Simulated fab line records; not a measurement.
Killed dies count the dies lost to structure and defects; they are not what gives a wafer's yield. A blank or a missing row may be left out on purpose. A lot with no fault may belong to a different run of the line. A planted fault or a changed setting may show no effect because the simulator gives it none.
A lot that was struck, set against a sound lot + flow nand_harc + 13 steps out of a route of 1302
Sound: the wafers L284.2, L284.3, L284.5. Wafers L295.1, L295.2, L295.6 were the ones struck. At the end, the cause is stated.
At each step with rows: each side's tool, then ch and its chambers, then its first start. Under that, the readings that differ: sound wafers + struck wafers + difference of the means + sigmas: that difference in standard deviations of wafers without a fault.
alike: words and numbers the same on both sides, and readings whose means are apart by under 2 such deviations; not compared: readings that were withheld, readings missing a value for some wafer, numbers with overlapping values and no deviation given by the record, and bounds like >300 which may hide the same value.
The two part at a step that has a row with sigmas, a row that says differs or no value, or rows on one side only. Numbers that have no deviation but don't overlap get no sigmas and don't part them. Lack of a reading on every wafer of one side parts them only where that side has two or more wafers.

first, 1 step without rows for these wafers: NHARC_A_WL_FILL_ALD_02 (deposits TiN, target thk 2 nm, pulse time 3 s, ald cycles 100).
NHARC_A_WL_FILL_CVD_03: deposits W, target thk 40 nm, time 279 s.
  sound on cvd_w-01 ch 0,1, day 20 15:59; struck on cvd_w-02 ch 0,1, day 25 09:41
| reading                | sound          | struck         | difference | sigmas |
|------------------------|----------------|----------------|------------|--------|
| throttle_valve_pct (%) | 7.80 7.45 7.79 | 8.44 8.14 8.34 | +0.63      | +2     |
  alike: chamber_pressure_Torr, heater_power_outer_w, heater_power_w
NHARC_A_WL_FILL_ETCHBACK_04: etches the open film in NF3, target depth 60 nm, time 120 s.
  sound on rie_metal-03 ch 1, day 20 16:19; struck on rie_metal-01 ch 0,1, day 25 10:03
| reading               | sound             | struck            | difference | sigmas |
|-----------------------|-------------------|-------------------|------------|--------|
| oes_product_au (a.u.) | 1.036 1.036 1.029 | 0.997 0.991 0.997 | -0.039     | -3     |
  alike: drypump_motor_current_A, he_backside_leak_sccm, run_length_s
  not compared: rf_hours_counter_h
NHARC_A_WL_FILL_ETCHBACK_05: etches the open film in Cl2/BCl3, target depth 22 nm, time 60 s.
  sound on rie_metal-03 ch 0, day 20 16:34; struck on rie_metal-01 ch 0,1, day 25 10:18
| reading                     | sound       | struck      | difference | sigmas |
|-----------------------------|-------------|-------------|------------|--------|
| drypump_motor_current_A (A) | 6.4 6.4 6.4 | 5.4 5.4 5.4 | -1.0       | -2     |
  alike: he_backside_leak_sccm, oes_product_au, run_length_s, temp_c
  not compared: rf_hours_counter_h
NHARC_A_WL_FILL_STRIP_27: strips in N2/H2, time 20 s.
  sound on plasma_asher-01 ch 0,1, day 20 16:43; struck on plasma_asher-01 ch 0,1, day 25 10:26
  alike: drypump_motor_current_A, heater_power_w, temp_c
  not compared: rf_hours_counter_h
then, 5 steps without rows for these wafers: NHARC_A_WL_FILL_STRIP_28 (strips in post etch residue remover, time 1200 s); NHARC_A_WL_FILL_PRECLEAN_06 (cleans in DIW, time 300 s); NHARC_A_WL_FILL_SRD_07; NHARC_A_WL_FILL_ANNEAL_08 (time 1800 s); NHARC_A_WL_FILL_ALD_10 (deposits SiO2, target thk 50 nm, pulse time 10 s, ald cycles 500).
NHARC_A_WL_FILL_ETCHBACK_16: etches the open film in C4F8/O2/Ar, target depth 120 nm, time 24 s.
  sound on rie_diel-09 ch 0,1,3, day 21 02:38; struck on rie_diel-10 ch 1,2, day 25 19:58
| reading          | sound          | struck         | difference | sigmas |
|------------------|----------------|----------------|------------|--------|
| run_length_s (s) | 45.0 46.0 45.0 | 52.7 52.9 52.5 | +7.4       | +17    |
  alike: bias_w, oes_product_au, rf_vpp_V
  not compared: rf_hours_counter_h
NHARC_A_WL_FILL_STRIP_29: strips in O2, time 20 s.
  sound on rie_diel-09 ch 1,3, day 21 02:43; struck on rie_diel-10 ch 0,2, day 25 20:04
  alike: drypump_motor_current_A, o2_flow_sccm, oes_product_au, rf_vpp_V, showerhead_plenum_p_Torr, throttle_valve_pct
  not compared: rf_hours_counter_h
-- the record jumps here: 4 days lie between the struck wafers' starts before and after (it left off in module A_WL_FILL and takes up again in module END, whose first step shown is number 1302 of the route) --
NHARC_END_SORT_01:
  the record has rows for the struck wafers here (prober-02 ch 0, day 29 15:25) and none for the sound ones

WHERE THEY PART
Last at NHARC_END_SORT_01 as far as this record goes, first at NHARC_A_WL_FILL_CVD_03.

WHY: the cause the simulator had injected
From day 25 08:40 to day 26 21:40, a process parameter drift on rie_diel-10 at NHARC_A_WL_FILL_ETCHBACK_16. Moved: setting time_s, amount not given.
